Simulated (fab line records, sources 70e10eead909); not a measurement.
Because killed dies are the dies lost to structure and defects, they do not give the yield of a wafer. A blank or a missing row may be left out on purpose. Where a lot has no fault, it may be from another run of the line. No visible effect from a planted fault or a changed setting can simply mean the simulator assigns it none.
fab line records	flow nandHarc
[record] lots = 6	wafers = 18	lastDay = 33
route steps=1302 shown A_BONDPAD@1217 END@1302
lots that met no fault: taken from a fault-free run of the same line
startH: the number of hours between the record's first day and the start of the first shown wafer of the lot	waitH: time in hours since the lot's previous step	" identical to the entry in the row above	L1.1+2: several wafers, shown together as one row	- either no value or no given start	* or withheld: withheld	< > ~ a bound
route shown NAME@n: names a module that has steps shown in the file, with the first one's number in the route	usual: mean/standard deviation taken from wafers without a fault	same: alike in all rows	chamber/n: place in a boat	sites: readings site by site	_std_site: the standard deviation of these	_edge_site: outer sites' mean less inner sites'	radiusMm: for every site, how far away it sits from the centre of the wafer	mask NAME#n: copy n	behind: the last tool/chamber to shape the wafer	hold: why the lot was held/for how many hours/how that ended	device: transistor that didn't switch, given as n, p or np	end of line: the same wafers' tests at the end of the route	a step with no rows: only its recipe	killed: dies that structure and defects cost at the first sort, which is not the same as the wafer's yield	map: shows each die of a wafer: x if killed, . if not, _ if none is there
set.NAME: the setting that was run; set.NAME@STEP: the one run at that earlier step	model.NAME: the simulator's own value behind a step, which no gauge read
lots at selected steps of the route; one table per step, one row per wafer
services: from which hour (startH, from the record's first day; less than 0 if before it) a tool's chamber was out of use, for how many hours, and why
[[steps]]
[step NHARC_A_BONDPAD_HARDBAKE_10]
[recipe] tempC = 118	timeS = 65
[step NHARC_A_BONDPAD_DESCUM_11]
[recipe] timeS = 3	o2FlowSccm = 200	arFlowSccm = 0	biasPowerW = 0	chemistry = O2
[step NHARC_A_BONDPAD_ETCH_34]
[recipe] targetDepthA = 600	overetchA = 180	timeS = 65.91	ionEnergyEv = 200	n2FlowSccm = 150	h2FlowSccm = 150	arFlowSccm = 0	rfW = 400	biasW = 150	chemistry = N2/H2
[usual] drypumpMotorCurrentA = 5.6/0.55	h2FlowSccm = 150.0/0.44	oesProductAu = 1.001/0.0094	rfVppV = 430.5/2.5	showerheadPlenumPTorr = 2.04/0.084	throttleValvePct = 14.171/0.0095
lot.wafer	tool	chamber	startH	waitH	drypumpMotorCurrentA	h2FlowSccm	oesProductAu	rfHoursCounterH	rfVppV	showerheadPlenumPTorr	throttleValvePct
L170.1	rieDiel-08	3	527.91	0.1	4.9	150.0	0.986	4	428.7	2.03	14.187
L170.4	"	1	"	"	6.5	150.4	1.012	5	431.0	2.07	14.174
L170.3	"	2	"	"	6.1	149.7	1.005	4	435.1	2.16	14.162
L175.1	rieDiel-08	1	576.14	0.1	6.5	149.2	1.007	1	430.5	2.07	14.160
L175.2	"	0	"	"	6.1	149.5	0.996	1	430.8	2.10	14.157
L175.6	"	2	"	"	6.1	149.9	0.999	-	434.2	2.16	14.170
L185.3	rieDiel-13	1	676.70	0.1	5.7	151.1	0.985	28	431.7	2.09	14.178
L185.2	"	3	"	"	5.6	149.2	0.998	31	428.2	1.97	14.169
L185.6	"	1	"	"	5.7	151.2	0.993	-	431.0	2.09	14.175
L184.4	rieDiel-12	1	686.49	0.1	6.6	149.7	1.010	23	425.7	1.89	14.171
L184.3	"	2	"	"	5.4	150.4	1.001	23	424.7	1.90	14.167
L184.2	"	0	"	"	6.3	149.5	1.020	22	429.9	2.05	14.153
L192.4	rieDiel-12	2	748.27	0.1	5.4	150.2	1.000	45	425.7	1.89	14.171
L192.2	"	0	"	"	6.3	150.0	1.025	42	431.1	2.04	14.163
L192.6	"	3	"	"	5.8	149.5	1.028	-	434.5	2.18	14.179
L190.2	rieDiel-08	1	752.45	0.1	6.5	149.8	1.005	0	431.6	2.07	14.173
L190.3	"	2	"	"	6.0	150.4	1.002	0	433.8	2.16	14.163
L190.6	"	2	"	"	6.0	150.1	1.008	-	434.0	2.16	14.173
[step NHARC_A_BONDPAD_ETCH_12]
[recipe] targetDepthA = 2200	timeS = 110	chf3FlowSccm = 50	o2FlowSccm = 10	arFlowSccm = 200	rfW = 500	biasW = 200	chemistry = CHF3/O2
[step NHARC_A_BONDPAD_CD_MEAS_13]
[usual] cdNm = 499.7/1.8
lot.wafer	tool	chamber	startH	waitH	cdNm
L170.1	cdSem-01	-	528.14	-	502.5
L170.3	"	-	"	"	499.5
L170.4	"	-	"	"	500.3
L175.1	cdSem-01	-	576.37	-	502.2
L175.2	"	-	"	"	500.8
L175.6	"	-	"	"	499.1
L185.2	cdSem-03	-	676.93	-	499.8
L185.3	"	-	"	"	500.7
L185.6	"	-	"	"	499.9
L184.2	cdSem-01	-	686.72	-	499.8
L184.3	"	-	"	"	496.4
L184.4	"	-	"	"	500.3
L192.2	cdSem-02	-	748.51	-	496.4
L192.4	"	-	"	"	495.8
L192.6	"	-	"	"	498.0
L190.2	cdSem-02	-	752.68	-	498.0
L190.3	"	-	"	"	500.1
L190.6	"	-	"	"	497.6
[step NHARC_A_BONDPAD_STRIP_15]
[recipe] o2FlowSccm = 500	arFlowSccm = 0	biasW = 0	chemistry = O2
[step NHARC_A_BONDPAD_ETCH_24]
[recipe] targetDepthA = 300	overEtchFrac = 0.3	timeS = 72.99	ionEnergyEv = 150	cf4FlowSccm = 50	n2FlowSccm = 100	arFlowSccm = 150	rfW = 300	biasW = 100	chemistry = CF4/N2
[usual] drypumpMotorCurrentA = 5.7/0.57	oesProductAu = 1.003/0.01	rfVppV = 314.4/1.9	showerheadPlenumPTorr = 2.64/0.095	throttleValvePct = 19.795/0.0099
lot.wafer	tool	chamber	startH	waitH	drypumpMotorCurrentA	oesProductAu	rfHoursCounterH	rfVppV	showerheadPlenumPTorr	throttleValvePct
L170.1	rieDiel-08	2	-	-	6.0	1.007	4	317.4	2.77	19.784
L170.4	"	3	"	"	4.9	0.994	5	313.2	2.61	19.802
L170.3	"	1	"	"	6.5	1.010	5	315.3	2.66	19.789
L175.1	rieDiel-08	0	-	-	6.1	0.992	1	315.1	2.70	19.783
L175.2	"	1	"	"	6.5	1.000	1	317.8	2.66	19.790
L175.6	"	0	"	"	6.1	0.999	-	315.4	2.69	19.794
L185.3	rieDiel-08	2	-	-	6.0	1.002	4	316.7	2.77	19.802
L185.2	"	3	"	"	4.9	1.001	5	314.4	2.61	19.789
L185.6	"	3	"	"	4.9	1.001	-	314.8	2.61	19.793
L184.2	rieDiel-12	3	-	-	5.9	1.039	19	315.9	2.81	19.772
L184.3	"	0	"	"	6.3	1.004	22	314.2	2.64	19.788
L184.4	"	2	"	"	5.4	0.996	23	310.4	2.45	19.781
L192.2	rieDiel-12	3	-	-	5.9	1.032	41	318.6	2.80	19.791
L192.4	"	0	"	"	6.3	1.028	42	314.2	2.63	19.786
L192.6	"	3	"	"	5.8	1.020	-	318.7	2.80	19.794
L190.3	rieDiel-08	3	-	-	4.9	0.985	0	313.1	2.61	19.790
L190.2	"	0	"	"	6.1	0.998	0	316.0	2.69	19.778
L190.6	"	3	"	"	4.9	0.990	-	313.9	2.61	19.798
[step NHARC_A_BONDPAD_STRIP_16]
[recipe] timeS = 600	tempC = 30	chemistry = postEtchResidueRemover
[step NHARC_A_BONDPAD_DEGAS_25]
[recipe] tempC = 300	timeS = 60
[step NHARC_A_BONDPAD_PRE_CLEAN_26]
[recipe] timeS = 30	tempC = 280	gas = H2/He
[usual] heaterPowerW = 403/50
lot.wafer	tool	chamber	startH	waitH	heaterPowerW
L170.1	pvdSputter-02	-	-	-	367
L170.3	"	-	"	"	392
L170.4	"	-	"	"	366
L175.1	pvdSputter-03	-	-	-	435
L175.2	"	-	"	"	343
L175.6	"	-	"	"	374
L185.3	pvdSputter-01	-	-	-	361
L185.2	"	-	"	"	494
L185.6	"	-	"	"	442
L184.3	pvdSputter-01	-	-	-	371
L184.4	"	-	"	"	473
L184.2	"	-	"	"	426
L192.2	pvdSputter-03	-	-	-	340
L192.4	"	-	"	"	445
L192.6	"	-	"	"	342
L190.3	pvdSputter-03	-	-	-	435
L190.2	"	-	"	"	422
L190.6	"	-	"	"	374
[step NHARC_A_BONDPAD_PVD_17]
[recipe] targetThkA = 50	biasV = 168.6	powerW = 15000	chamberPressurePa = 0.12	timeS = 8.06	substrateTempC = 50	material = TaN
[step NHARC_A_BONDPAD_PVD_27]
[recipe] targetThkA = 300	chamberPressurePa = 5	powerW = 5000	substrateTempC = 30	timeS = 20.49	material = Cu
[usual] throttleValvePct = 30.0/0.91
lot.wafer	tool	chamber	startH	waitH	throttleValvePct
L170.3	pvdSputter-02	-	-	-	28.5
L170.4	"	-	"	"	28.6
L170.1	"	-	"	"	30.4
L175.1	pvdSputter-03	-	-	-	31.1
L175.2	"	-	"	"	30.8
L175.6	"	-	"	"	30.5
L185.2	pvdSputter-01	-	-	-	31.7
L185.3	"	-	"	"	29.5
L185.6	"	-	"	"	31.2
L184.3	pvdSputter-01	-	-	-	30.2
L184.4	"	-	"	"	30.7
L184.2	"	-	"	"	31.3
L192.2	pvdSputter-03	-	-	-	30.4
L192.4	"	-	"	"	30.3
L192.6	"	-	"	"	30.7
L190.2	pvdSputter-03	-	-	-	30.0
L190.3	"	-	"	"	29.2
L190.6	"	-	"	"	29.8
[step NHARC_A_BONDPAD_ECD_18]
[recipe] targetThkA = 4000	bathTempC = 25	material = Cu
[usual] bathHeatDutyPct = 5.9/0.58	bathTempC = 25.00/0.11
lot.wafer	tool	chamber	startH	waitH	bathHeatDutyPct	bathTempC
L170.1	ecdCu-01	0	529.17	-	5.0	25.10
L170.3	"	1	"	"	6.4	25.08
L170.4	"	0	"	"	6.4	25.03
L175.1	ecdCu-02	1	577.40	-	5.7	24.87
L175.2	"	0	"	"	5.6	25.03
L175.6	"	0	"	"	5.1	24.91
L185.2	ecdCu-01	0	677.91	-	-	-
L185.3	"	0	"	"	-	-
L185.6	"	0	"	"	-	-
L184.2	ecdCu-01	1	687.71	-	-	-
L184.3	"	1	"	"	-	-
L184.4	"	0	"	"	-	-
L192.2	ecdCu-02	1	749.55	-	6.9	24.85
L192.4	"	1	"	"	6.1	25.02
L192.6	"	1	"	"	5.9	24.87
L190.2	ecdCu-02	1	753.71	-	6.7	24.92
L190.3	"	1	"	"	6.5	24.99
L190.6	"	1	"	"	5.3	25.05
[step NHARC_A_BONDPAD_ANNEAL_28]
[recipe] tempC = 225	timeS = 90
[step NHARC_A_BONDPAD_CMP_19]
[recipe] tOverpolishS = 30	cuRecessTouchS = 16	targetThkNm = 169.82
[usual] motorCurrentA = 11.8/1.2	overpolishRunS = 30.000/0.0094
lot.wafer	tool	chamber	startH	waitH	motorCurrentA	overpolishRunS
L170.3	cmp-03	0	529.85	-	13.5	29.988
L170.4	"	1	"	"	11.8	30.004
L170.1	"	2	"	"	10.0	30.003
L175.1	cmp-02	1	578.11	-	12.9	29.993
L175.2	"	0	"	"	11.2	30.003
L175.6	"	1	"	"	12.9	29.996
L185.3	cmp-03	1	678.64	-	11.6	29.985
L185.2	"	3	"	"	11.6	29.997
L185.6	"	1	"	"	11.4	30.002
L184.2	cmp-02	1	688.42	-	12.9	29.986
L184.4	"	2	"	"	12.4	30.002
L184.3	"	3	"	"	10.1	30.001
L192.2	cmp-02	2	750.28	-	12.5	29.997
L192.4	"	3	"	"	10.8	30.005
L192.6	"	0	"	"	11.0	30.009
L190.3	cmp-02	2	754.47	-	12.8	29.997
L190.2	"	3	"	"	10.7	29.970
L190.6	"	2	"	"	12.7	30.002
[step NHARC_A_BONDPAD_THK_MEAS_20]
[recipe] thkMeasGauge = xrf
[usual] thkNm = 170.3/1.4
lot.wafer	tool	chamber	startH	waitH	thkNm
L170.1	filmMetro-01	-	530.17	-	171.6
L170.3	"	-	"	"	171.0
L170.4	"	-	"	"	171.1
L175.1	filmMetro-01	-	578.44	-	172.1
L175.2	"	-	"	"	172.7
L175.6	"	-	"	"	171.4
L185.2	filmMetro-01	-	678.96	-	28.5
L185.3	"	-	"	"	27.7
L185.6	"	-	"	"	29.5
L184.2	filmMetro-02	-	688.74	-	30.9
L184.3	"	-	"	"	30.6
L184.4	"	-	"	"	28.0
L192.2	filmMetro-02	-	750.55	-	172.2
L192.4	"	-	"	"	169.1
L192.6	"	-	"	"	169.8
L190.2	filmMetro-02	-	754.77	-	169.2
L190.3	"	-	"	"	170.4
L190.6	"	-	"	"	167.6
[step NHARC_A_BONDPAD_SRD_21]
[recipe] timeS = 30	tempC = 23	dryTimeS = 20	spinRpm = 1500
[step NHARC_END_SORT_01]
[recipe] tempC = 25
[usual] defectLimitedYield = 91/3.2	killedAtArray = 55/22	killedAtOther = 1.1/1.4	killedAtPeriphery = 4/3.2	killedDies = 59/22	killedOpen = 3.3/1.8	killedShort = 2.5/1.5
[same] grossDies = 677
lot.wafer	tool	chamber	startH	waitH	defectLimitedYield[%]	killedAtArray	killedAtOther	killedAtPeriphery	killedDies	killedOpen	killedShort
L170.1	prober-02	0	559.71	2.5	86	86	0	10	96	4	3
L170.3	prober-02	0	561.33	3.1	87	82	0	3	85	2	2
L170.4	prober-02	0	562.14	3.4	90	64	0	6	70	4	4
L175.1	prober-01	0	607.96	2.5	93	42	3	4	49	5	2
L175.2	prober-01	0	608.75	2.8	91	59	1	0	60	2	6
L175.6	prober-01	0	611.91	3.9	93	43	1	3	47	4	3
L185.2	prober-02	0	713.60	2.8	0	670	0	7	677	2	4
L185.3	prober-02	0	714.39	3.1	0	675	1	1	677	0	1
L185.6	prober-02	0	716.79	4.0	0	671	0	6	677	1	1
L184.2	prober-01	0	717.65	2.8	0	672	5	0	677	3	0
L184.3	prober-01	0	718.45	3.1	0	671	3	3	677	2	2
L184.4	prober-01	0	719.25	3.4	0	669	5	3	677	4	3
L190.2	prober-02	0	791.02	8.7	91	54	1	3	58	4	1
L190.3	prober-02	0	791.82	9.0	92	55	1	0	56	3	2
L190.6	prober-02	0	794.21	9.9	91	58	1	2	61	4	3
// killed by level:class
L170.1 A_CHANNEL_HOLE_D2:chamberFilmFlake=37 A_SLIT:chamberFilmFlake=20 A_CHANNEL_HOLE_D1:chamberFilmFlake=12 A_CONTACT:chamberFilmFlake=7 P_CONTACT:chamberFilmFlake=4 P_ZERO_WELL:chamberFilmFlake=3 A_CHANNEL_FILL_D1:chamberFilmFlake=2 A_WL_FILL:chamberFilmFlake=2
L170.3 A_CHANNEL_HOLE_D1:chamberFilmFlake=26 A_CHANNEL_HOLE_D2:chamberFilmFlake=22 A_SLIT:chamberFilmFlake=19 A_WL_FILL:chamberFilmFlake=8 P_GATE:geometricParticle:short=1 A_BLC:geometricParticle:short=1 A_BLC:geometricParticle:open=1 A_M0:geometricParticle:open=1
L170.4 A_SLIT:chamberFilmFlake=25 A_CHANNEL_HOLE_D1:chamberFilmFlake=8 A_CONTACT:chamberFilmFlake=8 A_CHANNEL_HOLE_D2:chamberFilmFlake=7 A_CHANNEL_FILL_D1:chamberFilmFlake=5 A_WL_FILL:chamberFilmFlake=5 P_CONTACT:chamberFilmFlake=2 P_STI:geometricParticle:short=1
L175.1 A_SLIT:chamberFilmFlake=20 A_CHANNEL_HOLE_D2:chamberFilmFlake=8 A_CONTACT:chamberFilmFlake=6 THIN_TSV:chamberFilmFlake=3 P_M0:geometricParticle:open=2 A_CHANNEL_FILL_D1:chamberFilmFlake=2 P_M2:geometricParticle:open=1 A_ONON_D1:geometricParticle:open=1
L175.2 A_SLIT:chamberFilmFlake=27 A_CHANNEL_HOLE_D2:chamberFilmFlake=10 A_CONTACT:chamberFilmFlake=3 A_CHANNEL_FILL_D1:geometricParticle:short=2 A_CHANNEL_HOLE_D1:chamberFilmFlake=2 A_CHANNEL_FILL_D1:chamberFilmFlake=2 A_STAIRCASE:chamberFilmFlake=2 A_WL_FILL:chamberFilmFlake=2
L175.6 A_SLIT:chamberFilmFlake=27 A_CHANNEL_HOLE_D2:chamberFilmFlake=4 A_CHANNEL_FILL_D1:chamberFilmFlake=2 A_CHANNEL_FILL_D2:chamberFilmFlake=2 P_CONTACT:geometricParticle:open=1 P_M0:geometricParticle:open=1 P_M2:geometricParticle:short=1 A_CHANNEL_HOLE_D2:geometricParticle:short=1
L185.2 A_BONDPAD:areaEcd=594 A_SLIT:chamberFilmFlake=28 A_CHANNEL_HOLE_D2:chamberFilmFlake=23 A_CHANNEL_HOLE_D1:chamberFilmFlake=15 P_GATE:chamberFilmFlake=4 A_CONTACT:chamberFilmFlake=3 A_STAIRCASE:chamberFilmFlake=2 P_GATE:geometricParticle:open=1
L185.3 A_BONDPAD:areaEcd=600 A_SLIT:chamberFilmFlake=29 A_CHANNEL_HOLE_D2:chamberFilmFlake=25 A_CHANNEL_HOLE_D1:chamberFilmFlake=12 A_CONTACT:chamberFilmFlake=5 A_CHANNEL_FILL_D1:chamberFilmFlake=2 P_GATE:chamberFilmFlake=1 STARTING-WAFER:geometricParticle:short=1
L185.6 A_BONDPAD:areaEcd=615 A_SLIT:chamberFilmFlake=25 A_CHANNEL_HOLE_D2:chamberFilmFlake=13 A_CHANNEL_HOLE_D1:chamberFilmFlake=11 P_GATE:chamberFilmFlake=5 A_CONTACT:chamberFilmFlake=2 A_DECK1_JOINT:geometricParticle:open=1 A_CHANNEL_FILL_D2:geometricParticle:short=1
L184.2 A_BONDPAD:areaEcd=604 A_SLIT:chamberFilmFlake=41 A_CHANNEL_HOLE_D1:chamberFilmFlake=12 A_CONTACT:chamberFilmFlake=6 THIN_TSV:chamberFilmFlake=5 A_STAIRCASE:chamberFilmFlake=3 A_CHANNEL_FILL_D2:chamberFilmFlake=2 A_DECK1_JOINT:geometricParticle:open=1
L184.3 A_BONDPAD:areaEcd=613 A_SLIT:chamberFilmFlake=29 A_CHANNEL_HOLE_D1:chamberFilmFlake=14 A_CONTACT:chamberFilmFlake=5 A_STAIRCASE:chamberFilmFlake=4 THIN_TSV:chamberFilmFlake=3 P_STI:geometricParticle:short=1 A_ONON_D1:geometricParticle:open=1
L184.4 A_BONDPAD:areaEcd=600 A_SLIT:chamberFilmFlake=32 A_CHANNEL_HOLE_D1:chamberFilmFlake=16 A_CONTACT:chamberFilmFlake=11 THIN_TSV:chamberFilmFlake=5 A_SGD_CUT:chamberFilmFlake=3 A_CHANNEL_FILL_D2:geometricParticle:open=2 A_STAIRCASE:chamberFilmFlake=2
L190.2 A_SLIT:chamberFilmFlake=27 A_CHANNEL_HOLE_D1:chamberFilmFlake=16 A_CONTACT:chamberFilmFlake=5 A_CHANNEL_FILL_D2:geometricParticle:open=2 A_STAIRCASE:chamberFilmFlake=2 P_CONTACT:geometricParticle:open=1 P_M1:geometricParticle:open=1 A_CHANNEL_FILL_D2:geometricParticle:short=1
L190.3 A_SLIT:chamberFilmFlake=31 A_CHANNEL_HOLE_D1:chamberFilmFlake=12 A_CONTACT:chamberFilmFlake=4 A_ONON_D2:geometricParticle:open=1 A_CHANNEL_HOLE_D2:geometricParticle:open=1 A_SGD_CUT:geometricParticle:short=1 A_M0:geometricParticle:short=1 A_M0:geometricParticle:open=1
L190.6 A_SLIT:chamberFilmFlake=29 A_CHANNEL_HOLE_D1:chamberFilmFlake=14 A_CONTACT:chamberFilmFlake=6 A_BONDPAD:chamberFilmFlake=3 A_SOURCE_PLATE:geometricParticle:open=2 A_WL_FILL:geometricParticle:short=2 P_M0:geometricParticle:open=1 A_CHANNEL_FILL_D1:geometricParticle:open=1
// map L184.2 (x killed, . not)
____________x____________
_________xxxxxxx_________
_______xxxxxxxxxxx_______
______xxxxxxxxxxxxx______
_____xxxxxxxxxxxxxxx_____
____xxxxxxxxxxxxxxxxx____
____xxxxxxxxxxxxxxxxx____
___xxxxxxxxxxxxxxxxxxx___
___xxxxxxxxxxxxxxxxxxx___
__xxxxxxxxxxxxxxxxxxxxx__
__xxxxxxxxxxxxxxxxxxxxx__
_xxxxxxxxxxxxxxxxxxxxxxx_
_xxxxxxxxxxxxxxxxxxxxxxx_
_xxxxxxxxxxxxxxxxxxxxxxx_
_xxxxxxxxxxxxxxxxxxxxxxx_
_xxxxxxxxxxxxxxxxxxxxxxx_
xxxxxxxxxxxxxxxxxxxxxxxxx
xxxxxxxxxxxxxxxxxxxxxxxxx
xxxxxxxxxxxxxxxxxxxxxxxxx
xxxxxxxxxxxxxxxxxxxxxxxxx
xxxxxxxxxxxxxxxxxxxxxxxxx
_xxxxxxxxxxxxxxxxxxxxxxx_
_xxxxxxxxxxxxxxxxxxxxxxx_
_xxxxxxxxxxxxxxxxxxxxxxx_
_xxxxxxxxxxxxxxxxxxxxxxx_
_xxxxxxxxxxxxxxxxxxxxxxx_
__xxxxxxxxxxxxxxxxxxxxx__
__xxxxxxxxxxxxxxxxxxxxx__
___xxxxxxxxxxxxxxxxxxx___
___xxxxxxxxxxxxxxxxxxx___
____xxxxxxxxxxxxxxxxx____
____xxxxxxxxxxxxxxxxx____
_____xxxxxxxxxxxxxxx_____
______xxxxxxxxxxxxx______
_______xxxxxxxxxxx_______
_________xxxxxxx_________
____________x____________
// map L185.2 (x killed, . not)
____________x____________
_________xxxxxxx_________
_______xxxxxxxxxxx_______
______xxxxxxxxxxxxx______
_____xxxxxxxxxxxxxxx_____
____xxxxxxxxxxxxxxxxx____
____xxxxxxxxxxxxxxxxx____
___xxxxxxxxxxxxxxxxxxx___
___xxxxxxxxxxxxxxxxxxx___
__xxxxxxxxxxxxxxxxxxxxx__
__xxxxxxxxxxxxxxxxxxxxx__
_xxxxxxxxxxxxxxxxxxxxxxx_
_xxxxxxxxxxxxxxxxxxxxxxx_
_xxxxxxxxxxxxxxxxxxxxxxx_
_xxxxxxxxxxxxxxxxxxxxxxx_
_xxxxxxxxxxxxxxxxxxxxxxx_
xxxxxxxxxxxxxxxxxxxxxxxxx
xxxxxxxxxxxxxxxxxxxxxxxxx
xxxxxxxxxxxxxxxxxxxxxxxxx
xxxxxxxxxxxxxxxxxxxxxxxxx
xxxxxxxxxxxxxxxxxxxxxxxxx
_xxxxxxxxxxxxxxxxxxxxxxx_
_xxxxxxxxxxxxxxxxxxxxxxx_
_xxxxxxxxxxxxxxxxxxxxxxx_
_xxxxxxxxxxxxxxxxxxxxxxx_
_xxxxxxxxxxxxxxxxxxxxxxx_
__xxxxxxxxxxxxxxxxxxxxx__
__xxxxxxxxxxxxxxxxxxxxx__
___xxxxxxxxxxxxxxxxxxx___
___xxxxxxxxxxxxxxxxxxx___
____xxxxxxxxxxxxxxxxx____
____xxxxxxxxxxxxxxxxx____
_____xxxxxxxxxxxxxxx_____
______xxxxxxxxxxxxx______
_______xxxxxxxxxxx_______
_________xxxxxxx_________
____________x____________
[[services]]
tool	chamber	startH	hours	kind
ecdCu-01	-	512.24	8.0	pm
cmp-03	-	519.66	10.1	repair
cmp-02	-	530.84	4.0	pm
rieDiel-08	-	544.80	9.0	pm
cmp-02	-	548.87	1.7	repair
cmp-03	-	556.55	4.0	pm
pvdSputter-01	-	582.01	10.0	pm
pvdSputter-03	-	583.63	10.0	pm
ecdCu-02	-	596.59	8.0	pm
cmp-02	-	612.90	0.4	repair
rieDiel-12	-	622.52	9.0	pm
cmp-02	-	628.84	4.0	pm
pvdSputter-03	-	636.15	1.3	repair
cmp-02	-	645.24	0.9	repair
cmp-02	-	649.65	1.9	repair
rieDiel-12	3	659.32	4.4	repair
pvdSputter-03	-	666.07	8.9	repair
ecdCu-02	-	674.39	4.5	repair
ecdCu-01	-	688.24	8.0	pm
cmp-02	-	707.55	0.8	repair
rieDiel-12	3	715.36	4.2	repair
rieDiel-08	-	721.80	9.0	pm
cmp-02	-	726.84	4.0	pm
pvdSputter-01	-	743.06	4.9	repair
[[key]]
[firstSign] step = NHARC_A_BONDPAD_ECD_18	reading = toolRecord	direction = missing
[effect] step = NHARC_A_BONDPAD_THK_MEAS_20	reading = thkNm	direction = down	sigmas = 99+	usual = 170.3	struck = 29.2
[effect] step = NHARC_END_SORT_01	reading = defectLimitedYield	direction = down	sigmas = 28	usual = 91	struck = 0
[moreKillsBornAt] NHARC_A_BONDPAD_ECD_18@ecdCu-01 = 3626
metAt NHARC_A_BONDPAD_ECD_18
struckWafers L184.2,L184.3,L184.4,L185.2,L185.3,L185.6
laterRowsLeftOut L184.2,L184.3,L184.4,L185.2,L185.3,L185.6
onsetBetween 529.17 677.91
[fault] kind = skippedStepWhole	tool = ecdCu-01	chamber = -	onsetH = 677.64	steps = NHARC_A_BONDPAD_ECD_18	scope = struckLotsOnly
// laterRowsLeftOut: the simulator's readings of these wafers behind a module that went badly wrong aren't trusted and aren't shown, but for the sort
